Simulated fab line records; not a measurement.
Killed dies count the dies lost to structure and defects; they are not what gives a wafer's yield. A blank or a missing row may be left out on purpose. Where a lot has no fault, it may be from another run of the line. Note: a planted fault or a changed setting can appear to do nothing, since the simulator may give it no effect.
Matching of chambers + flow n5 finfet + cmp-01 running N5_ILD0_CMP_03: 4 sister chambers
The step polishes, stops on SiNx, t overpolish 1.9 s, target thk 197.38 nm. 18 wafers are shown with their chamber, then 9 later ones without.

WAFERS, EACH WITH ITS CHAMBER
| wafer  | chamber | motor current A (A) | overpolish run s (s) | time to endpoint s (s) |
|--------|---------|---------------------|----------------------|------------------------|
| L074.2 | 2       | 10.1                | 1.890                | 72.5                   |
| L074.3 | 1       | 13.5                | 1.884                | 74.2                   |
| L074.4 | 0       | 14.5                | 1.898                | 73.7                   |
| L075.1 | 1       | 13.0                | 1.886                | 70.7                   |
| L075.2 | 3       | 16.0                | 1.903                | 72.8                   |
| L075.5 | 2       | 9.8                 | 1.907                | 74.2                   |
| L077.3 | 3       | 15.9                | 1.886                | 72.9                   |
| L077.5 | 2       | 10.1                | 1.889                | 76.6                   |
| L077.6 | 1       | 13.1                | 1.897                | 72.5                   |
| L078.1 | 1       | 13.0                | 1.901                | 68.4                   |
| L078.4 | 0       | 14.1                | 1.915                | 73.3                   |
| L078.5 | 1       | 13.0                | 1.892                | 71.1                   |
| L079.1 | 1       | 13.8                | 1.906                | 71.7                   |
| L079.3 | 0       | 13.8                | 1.902                | 72.1                   |
| L079.5 | 1       | 13.5                | 1.898                | 69.7                   |
| L080.2 | 0       | 14.1                | 1.911                | 69.3                   |
| L080.5 | 3       | 16.0                | 1.895                | 68.9                   |
| L080.6 | 2       | 10.2                | 1.904                | 70.4                   |

SIGNATURES (means of the wafers above)
| reading            | chamber 0 | chamber 1 | chamber 2 | chamber 3 | scatter within a chamber |
|--------------------|-----------|-----------|-----------|-----------|--------------------------|
| motor current A    | 14.125    | 13.271    | 10.050    | 15.967    | 0.264                    |
| overpolish run s   | 1.90650   | 1.89486   | 1.89750   | 1.89467   | 0.00833                  |
| time to endpoint s | 72.100    | 71.186    | 73.425    | 71.533    | 2.14                     |
Rule: distance of a wafer from a chamber = root of the sum over the readings of ((wafer's reading minus chamber's mean) / reading's scatter) squared. The wafer belongs to the nearest chamber; if the next one is less than 2 further off, it can't be placed. The scatter: the root of (the sum of the squares of (reading less its chamber's mean) over the shown wafers, divided by (wafers less chambers)).

WAFERS WITH NO CHAMBER GIVEN
| wafer  | motor current A (A) | overpolish run s (s) | time to endpoint s (s) |
|--------|---------------------|----------------------|------------------------|
| L084.1 | 12.7                | 1.909                | 67.0                   |
| L084.3 | 14.1                | 1.896                | 67.0                   |
| L084.6 | 10.2                | 1.903                | 66.9                   |
| L092.4 | 10.2                | 1.897                | 70.2                   |
| L092.5 | 9.9                 | 1.885                | 70.5                   |
| L092.6 | 13.6                | 1.899                | 68.3                   |
| L093.1 | 16.9                | 1.913                | 69.7                   |
| L093.4 | 10.0                | 1.899                | 72.2                   |
| L093.6 | 10.2                | 1.907                | 71.1                   |

WHICH CHAMBER EACH ONE RAN IN
| wafer  | from the rows above     | in truth |
|--------|-------------------------|----------|
| L084.1 | 1                       | 1        |
| L084.3 | can't be placed: 0 or 1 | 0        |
| L084.6 | 2                       | 2        |
| L092.4 | 2                       | 2        |
| L092.5 | 2                       | 2        |
| L092.6 | can't be placed: 1 or 0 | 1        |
| L093.1 | 3                       | 3        |
| L093.4 | 2                       | 2        |
| L093.6 | 2                       | 2        |
7 of 9 placed correctly. Can't be placed from these rows: 2 (the true chamber is among the candidates in 2). Placed wrongly: 0.
